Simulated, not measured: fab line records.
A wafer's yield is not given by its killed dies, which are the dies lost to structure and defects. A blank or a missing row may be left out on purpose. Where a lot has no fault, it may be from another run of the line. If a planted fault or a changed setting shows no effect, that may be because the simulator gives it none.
fab line records | flow n5Finfet
[record] lots = 5 | wafers = 15 | lastDay = 19
route steps=1938 shown BEOL_M12@1604
lots untouched by any fault: they come from a run of this same line in which no faults occurred
startH: hours from the record's opening day to when the first of the lot's shown wafers began | waitH: time in hours since the lot's previous step | " unchanged from the row above | L1.1+2: a single row standing in for several wafers | - no value, or no start given | * or withheld: withheld | < > ~ a bound
route shown NAME@n: NAME is a module with steps in the file, n the number in the route of the first one | usual: average and standard deviation across the fault-free wafers | same: alike in all rows | chamber/n: place in a boat | sites: each site's reading | _std_site: their standard deviation | _edge_site: mean of outer sites minus mean of inner sites | radiusMm: for every site, how far away it sits from the centre of the wafer | mask NAME#n: copy n | behind: the last tool/chamber to shape the wafer | hold: what put the lot on hold/how long, in hours/how the hold closed | device: which transistor (n, p or np) failed to switch | end of line: at the end of the route, the tests of the same wafers | step lacking rows: just its recipe | killed: the dies lost at the first sort to structure and to defects; this is not the yield of the wafer | map: dies across one wafer; x = killed, . = not, _ = none there
set.NAME: setting as actually run; set.NAME@STEP: the setting as run at that earlier step | model.NAME: the simulator's own value behind a step, which no gauge read
lots at some steps of the route; a table a step, a row a wafer
services: a tool's chamber out of use, with start hour (startH, from the record's first day; less than 0 if before it), hours out, and reason
[[steps]]
[step N5_BEOL_M12_COAT_58]
[recipe] resist = BARC | tempC = 205 | timeS = 60 | spinRpm = 1500 | resistThkNm = 89
[step N5_BEOL_M12_COAT_04]
[recipe] spinRpm = 1625 | resistThkNm = 400
[step N5_BEOL_M12_EBR_06]
[recipe] solvent = PGMEA | ebrWidthMm = 1.5
[step N5_BEOL_M12_SOFTBAKE_05]
[recipe] tempC = 130 | timeS = 60
[step N5_BEOL_M12_EXPOSE_07]
[recipe] maskId = V11 | na = 0.93 | sourceShape = conventional | sigmaOuter = 0.6 | polarization = unpolarized | attpsmPhaseDeg = 180 | doseMj = 32.5
[step N5_BEOL_M12_PEB_08]
[recipe] pebTempC = 130 | pebTimeS = 90
[step N5_BEOL_M12_DEVELOP_09]
[recipe] developTimeS = 45 | rinseLiquid = diw | dry = airSpin | devTempC = 21
[step N5_BEOL_M12_HARDBAKE_14]
[recipe] tempC = 130 | timeS = 120
[step N5_BEOL_M12_CD_MEAS_10]
[recipe] targetCdNm = 140 | landingEnergyEv = 500 | detector = seInlens | polarity = opening
[usual] cdNm = 140.3/1.3
lot.wafer | tool     | chamber | startH | waitH | cdNm
L384.3    | cdSem-02 | 0       | 291.48 | -     | 141.0
L384.4    | "        | 0       | "      | "     | 140.1
L384.5    | "        | 0       | "      | "     | 139.8
L388.1    | cdSem-02 | 0       | 299.10 | -     | 139.8
L388.3    | "        | 0       | "      | "     | 140.6
L388.6    | "        | 0       | "      | "     | 140.4
L393.1    | cdSem-02 | 0       | 356.58 | -     | 141.6
L393.3    | "        | 0       | "      | "     | 140.9
L393.4    | "        | 0       | "      | "     | 141.1
L400.1    | cdSem-01 | 0       | 400.81 | -     | 137.9
L400.4    | "        | 0       | "      | "     | 138.1
L400.6    | "        | 0       | "      | "     | 138.8
L398.1    | cdSem-03 | 0       | 415.97 | -     | 140.2
L398.2    | "        | 0       | "      | "     | 139.7
L398.6    | "        | 0       | "      | "     | 140.8
[step N5_BEOL_M12_OVL_MEAS_11]
[recipe] pointsPerWafer = 44
[usual] V11_OVL = -3/5.5
lot.wafer | tool       | chamber | startH | waitH | V11_OVL[nm]
L384.3    | overlay-02 | 0       | 291.51 | 0.0   | -5
L384.4    | "          | 0       | "      | "     | 5
L384.5    | "          | 0       | "      | "     | -1
L388.1    | overlay-01 | 0       | 299.13 | 0.0   | 2
L388.3    | "          | 0       | "      | "     | -8
L388.6    | "          | 0       | "      | "     | -3
L393.1    | overlay-02 | 0       | 356.61 | 0.0   | -1
L393.3    | "          | 0       | "      | "     | -1
L393.4    | "          | 0       | "      | "     | -1
L400.1    | overlay-01 | 0       | 400.84 | 0.0   | 2
L400.4    | "          | 0       | "      | "     | -11
L400.6    | "          | 0       | "      | "     | -6
L398.1    | overlay-02 | 0       | 416.00 | 0.0   | -8
L398.2    | "          | 0       | "      | "     | -4
L398.6    | "          | 0       | "      | "     | -8
[step N5_BEOL_M12_INSPECT_12]
[recipe] mode = adi | inspectInstrument = macro
[usual] rawDefectCount = 1.8/1.4
lot.wafer | tool             | chamber | startH | waitH | rawDefectCount
L384.3    | defectInspect-01 | -       | 291.53 | 0.0   | 1
L384.4    | "                | -       | "      | "     | 2
L384.5    | "                | -       | "      | "     | 4
L388.1    | defectInspect-02 | -       | 299.16 | 0.0   | 0
L388.3    | "                | -       | "      | "     | 5
L388.6    | "                | -       | "      | "     | 0
L393.1    | defectInspect-02 | -       | 356.63 | 0.0   | 1
L393.3    | "                | -       | "      | "     | 3
L393.4    | "                | -       | "      | "     | 1
L400.1    | defectInspect-01 | -       | 400.86 | 0.0   | 0
L400.4    | "                | -       | "      | "     | 0
L400.6    | "                | -       | "      | "     | 3
L398.1    | defectInspect-01 | -       | 416.02 | 0.0   | 1
L398.2    | "                | -       | "      | "     | 0
L398.6    | "                | -       | "      | "     | 3
[step N5_BEOL_M12_DESCUM_15]
[recipe] chemistry = O2 | timeS = 7.9 | sourcePowerW = 50 | biasPowerW = 20 | pressureMtorr = 20 | rfFrequencyHz = 2.712e+07 | tempC = 40 | o2FlowSccm = 225
[usual] drypumpMotorCurrentA = 5.52/0.22 | oesProductAu = 0.78/0.086 | rfVppV = 243.0/1.4 | showerheadPlenumPTorr = 2.08/0.076 | throttleValvePct = 20.41/0.25
lot.wafer | tool       | chamber | startH | waitH | drypumpMotorCurrentA | oesProductAu | rfHoursCounterH | rfVppV | showerheadPlenumPTorr | throttleValvePct
L384.3    | rieDiel-05 | 0       | 291.65 | 0.1   | 5.12                 | 0.72         | 204             | 244.3  | 2.16                  | 20.82
L384.4    | "          | 2       | "      | "     | 5.91                 | 0.69         | 236             | 242.6  | 2.06                  | 20.35
L384.5    | "          | 1       | "      | "     | 5.55                 | 0.88         | -               | 244.5  | 2.14                  | 20.41
L388.1    | rieDiel-06 | 3       | 299.19 | 0.0   | 5.29                 | 0.76         | 172             | 243.0  | 2.09                  | 20.62
L388.3    | "          | 0       | "      | "     | 5.52                 | 0.70         | 226             | 241.5  | 1.98                  | 20.69
L388.6    | "          | 3       | "      | "     | 5.29                 | 0.75         | -               | 244.4  | 2.09                  | 20.60
L393.1    | rieDiel-06 | 2       | 356.67 | 0.0   | 5.27                 | 0.69         | 244             | 242.7  | 2.06                  | 20.29
L393.3    | "          | 3       | "      | "     | 5.30                 | 0.75         | 188             | 243.6  | 2.09                  | 20.65
L393.4    | "          | 0       | "      | "     | 5.54                 | 0.69         | 249             | 240.9  | 1.97                  | 20.72
L400.1    | rieDiel-03 | 0       | 400.90 | 0.0   | 5.46                 | 0.68         | 228             | 242.8  | 2.07                  | 20.49
L400.4    | "          | 3       | "      | "     | 5.32                 | 0.78         | 120             | 242.2  | 2.10                  | 20.80
L400.6    | "          | 0       | "      | "     | 5.46                 | 0.68         | -               | 244.3  | 2.07                  | 20.51
L398.1    | rieDiel-03 | 3       | 416.48 | 0.5   | 5.27                 | 0.78         | 125             | 243.9  | 2.10                  | 20.82
L398.2    | "          | 1       | "      | "     | 5.42                 | 0.80         | 113             | 243.0  | 2.10                  | 20.10
L398.6    | "          | 0       | "      | "     | 5.44                 | 0.69         | -               | 241.9  | 2.07                  | 20.51
[step N5_BEOL_M12_ETCH_59]
[recipe] chemistry = N2/H2 | target = BARC | targetDepthA = 890 | overetchA = 267 | timeS = 67.9 | ionEnergyEv = 200 | pressureMtorr = 30 | sourceW = 840 | biasW = 150 | n2FlowSccm = 200 | h2FlowSccm = 200
[usual] biasW = 150.0/0.43 | drypumpMotorCurrentA = 5.53/0.22 | oesProductAu = 0.67/0.07 | rfVppV = 523.4/2.6 | showerheadPlenumPTorr = 2.53/0.088 | throttleValvePct = 17.86/0.22
lot.wafer | tool       | chamber | startH | waitH | biasW | drypumpMotorCurrentA | oesProductAu | rfHoursCounterH | rfVppV | showerheadPlenumPTorr | throttleValvePct
L384.3    | rieDiel-05 | 0       | 291.69 | 0.0   | 150.3 | 5.13                 | 0.61         | 204             | 528.0  | 2.62                  | 18.21
L384.4    | "          | 2       | "      | "     | 150.3 | 5.92                 | 0.60         | 236             | 523.9  | 2.51                  | 17.77
L384.5    | "          | 1       | "      | "     | 149.8 | 5.53                 | 0.75         | -               | 523.7  | 2.59                  | 17.88
L388.1    | rieDiel-06 | 3       | 299.23 | 0.0   | 150.8 | 5.36                 | 0.64         | 172             | 523.3  | 2.54                  | 18.11
L388.3    | "          | 0       | "      | "     | 149.8 | 5.55                 | 0.61         | 226             | 520.2  | 2.40                  | 18.11
L388.6    | "          | 3       | "      | "     | 150.3 | 5.35                 | 0.65         | -               | 522.3  | 2.54                  | 18.13
L393.1    | rieDiel-06 | 2       | 356.70 | 0.0   | 158.7 | 5.25                 | 0.59         | 244             | 540.7  | 2.50                  | 17.78
L393.3    | "          | 3       | "      | "     | 150.6 | 5.34                 | 0.63         | 188             | 523.6  | 2.53                  | 18.15
L393.4    | "          | 0       | "      | "     | 150.1 | 5.54                 | 0.60         | 249             | 520.4  | 2.39                  | 18.13
L400.1    | rieDiel-03 | 0       | 400.93 | 0.0   | 149.9 | 5.48                 | 0.59         | 228             | 523.2  | 2.52                  | 17.90
L400.4    | "          | 3       | "      | "     | 151.1 | 5.33                 | 0.66         | 120             | 524.5  | 2.55                  | 18.14
L400.6    | "          | 0       | "      | "     | 150.3 | 5.47                 | 0.59         | -               | 523.9  | 2.52                  | 17.91
L398.1    | rieDiel-03 | 3       | 416.52 | 0.0   | 150.3 | 5.25                 | 0.66         | 125             | 523.8  | 2.55                  | 18.15
L398.2    | "          | 1       | "      | "     | 149.9 | 5.45                 | 0.68         | 113             | 524.3  | 2.55                  | 17.62
L398.6    | "          | 0       | "      | "     | 149.8 | 5.46                 | 0.59         | -               | 523.1  | 2.51                  | 17.92
[step N5_BEOL_M12_VIA_ETCH_16]
[recipe] chemistry = C4F8/O2/Ar | target = SiOC | pressureMtorr = 30 | sourceW = 3000 | biasW = 700 | Ar_flow_sccm = 400 | C4F8_flow_sccm = 15 | O2_flow_sccm = 8 | heInnerTorr = 15 | heOuterTorr = 30 | targetDepthA = 7248 | timeS = withheld | ionEnergyEv = 250 | ends = cleared
[usual] biasW = 700.0/2 | drypumpMotorCurrentA = 5.53/0.22 | mfcArSccm = 400.1/1.3 | oesProductAu = 0.70/0.077 | rfVppV = 665/3.3 | showerheadPlenumPTorr = 3.40/0.11 | throttleValvePct = 24.18/0.22
lot.wafer | tool       | chamber | startH | waitH | biasW | drypumpMotorCurrentA | mfcArSccm | oesProductAu | rfVppV | showerheadPlenumPTorr | throttleValvePct
L384.3    | rieDiel-05 | 0       | 291.74 | 0.0   | 701.0 | 5.13                 | 399.5     | 0.65         | 669    | 3.51                  | 24.53
L384.4    | "          | 2       | "      | "     | 698.6 | 5.91                 | 400.7     | 0.63         | 663    | 3.39                  | 24.12
L384.5    | "          | 1       | "      | "     | 698.0 | 5.56                 | 400.9     | 0.81         | 667    | 3.47                  | 24.14
L388.1    | rieDiel-06 | 3       | 299.28 | 0.0   | 697.1 | 5.32                 | 401.5     | 0.68         | 664    | 3.41                  | 24.39
L388.3    | "          | 0       | "      | "     | 702.3 | 5.54                 | 396.4     | 0.65         | 661    | 3.25                  | 24.45
L388.6    | "          | 3       | "      | "     | 698.0 | 5.33                 | 399.0     | 0.67         | 664    | 3.41                  | 24.38
L393.1    | rieDiel-06 | 2       | 356.76 | 0.0   | 700.6 | 5.26                 | 398.7     | 0.62         | 665    | 3.37                  | 24.02
L393.3    | "          | 3       | "      | "     | 695.7 | 5.34                 | 402.3     | 0.66         | 663    | 3.40                  | 24.38
L393.4    | "          | 0       | "      | "     | 699.1 | 5.56                 | 399.9     | 0.63         | 660    | 3.24                  | 24.46
L400.1    | rieDiel-03 | 0       | 400.98 | 0.0   | 699.5 | 5.47                 | 401.0     | 0.62         | 666    | 3.38                  | 24.21
L400.4    | "          | 3       | "      | "     | 701.7 | 5.28                 | 402.7     | 0.71         | 666    | 3.42                  | 24.50
L400.6    | "          | 0       | "      | "     | 700.9 | 5.48                 | 400.2     | 0.62         | 665    | 3.38                  | 24.22
L398.1    | rieDiel-03 | 3       | 416.57 | 0.0   | 701.2 | 5.30                 | 400.4     | 0.70         | 665    | 3.42                  | 24.48
L398.2    | "          | 1       | "      | "     | 700.7 | 5.44                 | 400.2     | 0.71         | 665    | 3.43                  | 23.89
L398.6    | "          | 0       | "      | "     | 701.9 | 5.44                 | 399.9     | 0.62         | 663    | 3.38                  | 24.20
[[services]]
tool       | chamber | startH | hours | kind
rieDiel-06 | 2       | 285.04 | 20.5  | repair
rieDiel-03 | 1       | 290.99 | 9.8   | repair
rieDiel-05 | 0       | 297.70 | 19.9  | repair
rieDiel-06 | 0       | 300.01 | 1.3   | repair
rieDiel-06 | 3       | 303.75 | 16.3  | repair
rieDiel-06 | 2       | 311.68 | 4.3   | repair
rieDiel-06 | -       | 315.30 | 0.9   | repair
rieDiel-05 | 1       | 340.08 | 4.4   | repair
rieDiel-05 | 2       | 342.03 | 3.2   | repair
rieDiel-06 | 0       | 358.73 | -     | clean
rieDiel-06 | 0       | 358.73 | -     | consumableReplace:focusRing
rieDiel-06 | 0       | 358.73 | -     | consumableReplace:showerhead
rieDiel-06 | 0       | 358.73 | 18.1  | scheduledDown
rieDiel-06 | 0       | 358.73 | 18.1  | ventCycle
rieDiel-03 | 1       | 369.64 | 16.3  | repair
rieDiel-06 | 2       | 376.91 | -     | clean
rieDiel-06 | 2       | 376.91 | -     | consumableReplace:focusRing
rieDiel-06 | 2       | 376.91 | 14.1  | scheduledDown
rieDiel-06 | 2       | 376.91 | 14.1  | ventCycle
rieDiel-05 | 1       | 387.25 | 21.5  | repair
rieDiel-06 | 3       | 398.74 | 2.8   | repair
[[key]]
[firstSign] step = N5_BEOL_M12_ETCH_59 | reading = biasW | direction = up | sigmas = 20 | usual = * | struck = *
[effect] step = N5_BEOL_M12_ETCH_59 | reading = rfVppV | direction = up | sigmas = 6.6 | usual = 523.4 | struck = 540.7
metAt N5_BEOL_M12_ETCH_59
struckWafers L393.1
[fault] kind = processParameterDrift | tool = rieDiel-06 | chamber = 2 | onsetH = 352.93 | steps = N5_BEOL_M12_ETCH_59 | channel = biasW | offset = * | shape = step | endH = 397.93 | actsIn = * | stated = *
